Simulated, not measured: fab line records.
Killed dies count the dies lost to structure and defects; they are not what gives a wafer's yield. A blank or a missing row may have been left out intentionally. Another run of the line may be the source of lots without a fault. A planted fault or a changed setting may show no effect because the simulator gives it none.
Split-lot study    flow n5 finfet    39 wafers read across 7 lots, on a route 1938 steps long

ON THE SPLIT
At N5_HKMG_FIN_EXPOSE_09 (exposes mask NWFM), the setting dose mj was moved away from the recipe's 39.25 on 12 of the 39 wafers read, by -7.8% to +7.8%. All remaining wafers had this setting at the recipe value.

FROM THE SPLIT TO THE READING: what the file shows between them, 2 steps
- N5_HKMG_FIN_PEB_10: peb time 60 s
- N5_HKMG_FIN_DEVELOP_11: develop time 30 s

THE READING
At N5_HKMG_FIN_CD_MEAS_12: cd nm in nanometres, against a target cd of 92.8 nm. A value of 92.7 nm with a standard deviation of 0.87 nm is what fault-free wafers of this fab line usually give.

wafer   tool, chamber at the split  dose mj as run  against the recipe  cd nm, nm  against lot-mates on the recipe
L078.1  arfi scanner-01, 0          39.25           recipe              92.7       -
L078.2  arfi scanner-01, 0          39.25           recipe              93.9       -
L078.3  arfi scanner-01, 0          41.68           +6.2%               97.3       +3.7
L078.4  arfi scanner-01, 0          39.25           recipe              94.1       -
L078.5  arfi scanner-01, 0          41.68           +6.2%               96.1       +2.5
L078.6  arfi scanner-01, 0          41.68           +6.2%               96.9       +3.3
L081.1  arfi scanner-01, 0          39.25           recipe              92.5       -
L081.2  arfi scanner-01, 0          39.25           recipe              93.1       -
L081.3  arfi scanner-01, 0          39.25           recipe              92.4       -
L081.4  arfi scanner-01, 0          39.25           recipe              91.8       -
L081.5  arfi scanner-01, 0          39.25           recipe              92.8       -
L081.6  arfi scanner-01, 0          39.25           recipe              92.1       -
L085.1  arfi scanner-01, 0          37.67           -4.0%               90.4       -2.1
L085.2  arfi scanner-01, 0          37.67           -4.0%               89.8       -2.7
L085.3  arfi scanner-01, 0          37.67           -4.0%               89.9       -2.6
L085.4  arfi scanner-01, 0          39.25           recipe              92.9       -
L085.5  arfi scanner-01, 0          39.25           recipe              92.4       -
L085.6  arfi scanner-01, 0          39.25           recipe              92.2       -
L087.1  arfi scanner-02, 0          36.18           -7.8%               86.1       -5.9
L087.2  arfi scanner-02, 0          39.25           recipe              92.1       -
L087.3  arfi scanner-02, 0          36.18           -7.8%               87.3       -4.7
L087.4  arfi scanner-02, 0          36.18           -7.8%               85.5       -6.5
L087.5  arfi scanner-02, 0          39.25           recipe              92.5       -
L087.6  arfi scanner-02, 0          39.25           recipe              91.5       -
L093.1  arfi scanner-03, 0          39.25           recipe              92.5       -
L093.2  arfi scanner-03, 0          39.25           recipe              91.7       -
L093.3  arfi scanner-03, 0          39.25           recipe              92.6       -
L093.4  arfi scanner-03, 0          42.33           +7.8%               97.2       +4.9
L093.5  arfi scanner-03, 0          42.33           +7.8%               96.4       +4.1
L093.6  arfi scanner-03, 0          42.33           +7.8%               97.5       +5.2
L096.1  arfi scanner-02, 0          39.25           recipe              92.5       -
L096.2  arfi scanner-02, 0          39.25           recipe              92.2       -
L096.4  arfi scanner-02, 0          39.25           recipe              91.6       -
L097.1  arfi scanner-03, 0          39.25           recipe              91.1       -
L097.2  arfi scanner-03, 0          39.25           recipe              91.1       -
L097.3  arfi scanner-03, 0          39.25           recipe              91.7       -
L097.4  arfi scanner-03, 0          39.25           recipe              91.6       -
L097.5  arfi scanner-03, 0          39.25           recipe              92.1       -
L097.6  arfi scanner-03, 0          39.25           recipe              92.0       -

THE FIT
A straight line over all 39 wafers: cd nm changes by +0.682 nm for each +1% of dose mj; r = +0.96; the points scatter about the line by 0.73 nm.
The same after taking each lot's own level away (the mean of its wafers on the recipe; 39 wafers): +0.633 nm for each +1%; r = +0.98; scatter 0.55 nm.
According to that fit, moving dose mj by its largest amount changes the reading by 5 nm.
The lots' own levels span 91.60 to 93.57 nm, that is 2.3 times the standard deviation above.
Hence the lot-to-lot level has little effect on the slope; both slopes agree.
Check: for one of the wafers moved furthest among these (+7.8%), held out of the fit, the line's prediction against its lot-mates is +4.83 nm. It came out at +4.93 nm against them.

OTHER SPLITS ON THESE WAFERS
Before the reading, these wafers also passed through other splits. Each is held against what the fit with the lots' levels taken away leaves over:
other split on the same wafers      wafers away from the commonest value  r with cd nm (lot level and that fit taken away)
N5_FIN_CUT_EXPOSE_05 dose mj        9                                     -0.12
N5_SD_EPI_N_ETCH_45 target depth a  18                                    -0.14
N5_SD_EPI_N_EPI_21 time s           15                                    -0.10

THE WHOLE CHAIN: every reading that the file lists as answering this split, in the file's order
step                    what it does                                              reading                                                          change (the file's fit)                r (the file's)
N5_HKMG_FIN_CD_MEAS_12  target cd 92.8 nm                                         cd nm                                                            +0.632 nm for each +1% of the setting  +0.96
N5_HKMG_FIN_ETCH_67     etches SOC in N2/H2, stops on TiN, target depth 388.9 nm  HKMG_FIN.cd nm (the simulator's own value, which no gauge read)  +0.597 nm for each +1% of the setting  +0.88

FILE'S OWN FIT
cd nm changes by +0.632 nm for each +1% of dose mj, r = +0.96.
